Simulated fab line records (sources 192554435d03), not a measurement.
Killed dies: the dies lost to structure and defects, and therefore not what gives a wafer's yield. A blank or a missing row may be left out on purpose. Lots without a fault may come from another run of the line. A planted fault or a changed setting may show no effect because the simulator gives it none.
Split-lot trial	flow n5Finfet	route with 1938 steps; 7 lots, 21 wafers read

== SPLIT DETAILS ==
At N5_SDB_ALD_29 (deposits SiNx, target thk 30 nm, pulse time 1 s, ald cycles 600), the setting aldCycles was moved away from the recipe's 600 on 7 of the 21 wafers read, by -11.0% to +13.8%. The other wafers ran this setting at the recipe's value.

== THE PATH FROM SPLIT TO READING: the file shows 1 step between them ==
- N5_SDB_CMP_30: polishes, stops on poly-Si, t overpolish 1.54 s, target thk 30 nm (also split here: platenRpm)

== THE READING ==
SiNx_of_SDB_ALD_29.thkNm (the simulator's own value, which no gauge read), in nm, at N5_DUMMY_REMOVAL_HM_STRIP_01 (strips SiNx in CH3F/O2, stops on poly-Si, target depth 4 nm, time 6.8 s). The file gives no usual value for it. Across the 14 wafers here that went through the recipe, the average is 29.4 nm and the standard deviation 0.14 nm.

wafer	tool, chamber at the split	aldCycles as run	against the recipe	SiNx_of_SDB_ALD_29.thkNm, nm	against lot-mates on the recipe
L079.1	aldSin-04, 0	600	recipe	29.2	-
L079.2	aldSin-04, 1	600	recipe	29.2	-
L079.6	aldSin-04, 3	554	-7.7%	27.4	-1.8
L084.1	aldSin-01, 3,1,3	600	recipe	29.4	-
L084.2	aldSin-01, 3,1,3	600	recipe	29.4	-
L084.5	aldSin-01, 3,1,3	600	recipe	29.4	-
L085.3	aldSin-01, 1	600	recipe	29.4	-
L085.4	aldSin-01, 0	534	-11.0%	26.4	-3.0
L085.6	aldSin-01, 2	534	-11.0%	26	-3.4
L086.1	aldSin-03, 2	600	recipe	29.2	-
L086.3	aldSin-03, 1	573	-4.5%	28.2	-1.0
L086.6	aldSin-03, 2	573	-4.5%	27.8	-1.4
L089.1	aldSin-03, 3	600	recipe	29.4	-
L089.2	aldSin-03, 2	683	+13.8%	31.2	+1.8
L089.4	aldSin-03, 1	683	+13.8%	32.4	+3.0
L090.1	aldSin-04, 3,1,3	600	recipe	29.6	-
L090.4	aldSin-04, 3,1,3	600	recipe	29.6	-
L090.5	aldSin-04, 3,1,3	600	recipe	29.6	-
L094.1	aldSin-04, 2	600	recipe	29.4	-
L094.6	aldSin-04, 2	600	recipe	29.4	-
L094.3	aldSin-04, 3	600	recipe	29.6	-
Rows listing several chambers each stand for several wafers; the file does not say which wafer went through which chamber.

FIT RESULTS
A straight line over all 21 wafers: SiNx_of_SDB_ALD_29.thkNm changes by +0.225 nm for each +1% of aldCycles; r = +0.96; the points scatter about the line by 0.39 nm.
The same after taking each lot's own level away (the mean of its wafers on the recipe; 21 wafers): +0.22 nm for each +1%; r = +0.97; scatter 0.36 nm.
According to that fit, moving aldCycles by its largest amount changes the reading by 3.1 nm.
From 29.20 to 29.60 nm: that is the span of the lots' own levels, equal to 2.8 times the standard deviation above.
Hence the lot-to-lot level has little effect on the slope; both slopes agree.
Check: for one of the wafers moved furthest among these (+13.8%), held out of the fit, the line's prediction against its lot-mates is +3.44 nm. Against them it came out at +1.8 nm.

== THESE WAFERS: OTHER SPLITS ==
These wafers also went through other splits before the reading. Each is held against what the fit with the lots' levels taken away leaves over:
other split on the same wafers	wafers away from the commonest value	r with SiNx_of_SDB_ALD_29.thkNm (lot level and that fit taken away)
N5_WELL_APT_COAT_02 spinRpm	2	+0.01
N5_DUMMY_GATE_CVD_03 tempC	12	-0.01
N5_DUMMY_GATE_COAT_35 spinRpm	7	-0.10
N5_SD_EPI_P_ETCH_16 targetDepthA	7	+0.53
N5_SDB_CMP_30 platenRpm	7	+0.00

== THE WHOLE CHAIN: every reading that the file lists as answering this split, in the file's order ==
step	what it does	reading	change (the file's fit)	r (the file's)
N5_SDB_ALD_29	deposits SiNx, target thk 30 nm, pulse time 1 s, ald cycles 600	SiNx_of_SDB_ALD_29.thkNm (the simulator's own value, which no gauge read)	+0.293 nm for each +1% of the setting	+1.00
N5_SDB_CMP_30	polishes, stops on poly-Si, t overpolish 1.54 s, target thk 30 nm	SiNx_of_SDB_ALD_29.thkNm (the simulator's own value, which no gauge read)	+0.231 nm for each +1% of the setting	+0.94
N5_DUMMY_REMOVAL_HM_STRIP_01	strips SiNx in CH3F/O2, stops on poly-Si, target depth 4 nm, time 6.8 s	SiNx_of_SDB_ALD_29.thkNm (the simulator's own value, which no gauge read)	+0.224 nm for each +1% of the setting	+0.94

== FILE'S OWN FIT ==
SiNx_of_SDB_ALD_29.thkNm changes by +0.224 nm for each +1% of aldCycles, r = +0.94.
